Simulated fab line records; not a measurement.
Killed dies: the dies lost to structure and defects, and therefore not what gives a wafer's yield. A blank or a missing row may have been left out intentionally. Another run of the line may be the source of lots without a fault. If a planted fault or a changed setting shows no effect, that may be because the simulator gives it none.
The same fault as seen by 2 desks + flow nandHarc + only its own numbers are on each desk; what lay behind them is given at the end

THE TOOL OWNER'S DESK: cmp-04
The tool's own readings at NHARC_P_CONTACT_CMP_01 (polishes SiO2, target thk 200 nm): means of the sampled wafers that have a number, for each lot that ran on this tool. The brackets show how far a lot's mean lies from the usual mean; more than 4 standard deviations puts the lot out of limits, marked OUT.
Columns: A = motorCurrentA at NHARC_P_CONTACT_CMP_01, usual 11.8 A; B = padLifeWafers at NHARC_P_CONTACT_CMP_01, usual 173; C = retainingRingPressureFrac at NHARC_P_CONTACT_CMP_01, usual 1.000
| lot  | first seen here | A    | B   | C     |
|------|-----------------|------|-----|-------|
| L150 | day 6 23:00     | 11.0 | 98  | 1.001 |
| L151 | day 7 14:58     | 10.4 | 165 | 0.999 |
| L160 | day 11 08:27    | 11.1 | 140 | 1.004 |
| L164 | day 12 23:54    | 10.2 | -   | 0.998 |
This desk found nothing out of limits on any of the 4 lots.

THE DEFECT DESK
What the inspections along the route counted, lot by lot: means of the sampled wafers that have a number. The brackets show how far a lot's mean lies from the usual mean; more than 4 standard deviations puts the lot out of limits, marked OUT.
Columns: A = rawDefectCount at NHARC_P_CONTACT_INSPECT_14, usual 3.9
| lot  | first seen here | A                       |
|------|-----------------|-------------------------|
| L147 | day 5 23:36     | 1.7                     |
| L148 | day 6 07:49     | 3.0                     |
| L149 | day 6 19:55     | 3.0                     |
| L150 | day 6 23:54     | 3.7                     |
| L151 | day 7 15:43     | 6.7                     |
| L153 | day 8 15:50     | 5.3                     |
| L160 | day 11 09:21    | 4.3                     |
| L161 | day 11 21:17    | 3.3                     |
| L164 | day 13 00:37    | 270.0 (+99 or more) OUT |
| L165 | day 13 15:40    | 4.0                     |
| L169 | day 15 00:19    | 3.3                     |
| L170 | day 15 16:43    | 2.0                     |
This desk's finding: out of limits on L164; first on L164, day 13 00:37 (rawDefectCount at NHARC_P_CONTACT_INSPECT_14). In limits: L147, L148, L149, L150, L151, L153, L160, L161, L165, L169, L170.

ALL TOGETHER
The defect desk could have raised an alarm at day 13 00:37, on L164.
The tool owner's desk saw nothing out of limits.
On record at the tool owner's desk: L164, within its limits.
Of the lots named, all ran NHARC_P_CONTACT_CMP_01 on cmp-04.

WHAT THE SIMULATOR HAD INSERTED
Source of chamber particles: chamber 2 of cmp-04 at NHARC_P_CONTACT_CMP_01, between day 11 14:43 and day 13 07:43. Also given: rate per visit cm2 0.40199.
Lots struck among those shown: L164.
Hours from the fault's start to each desk's first reading out of limits: the defect desk, 34.
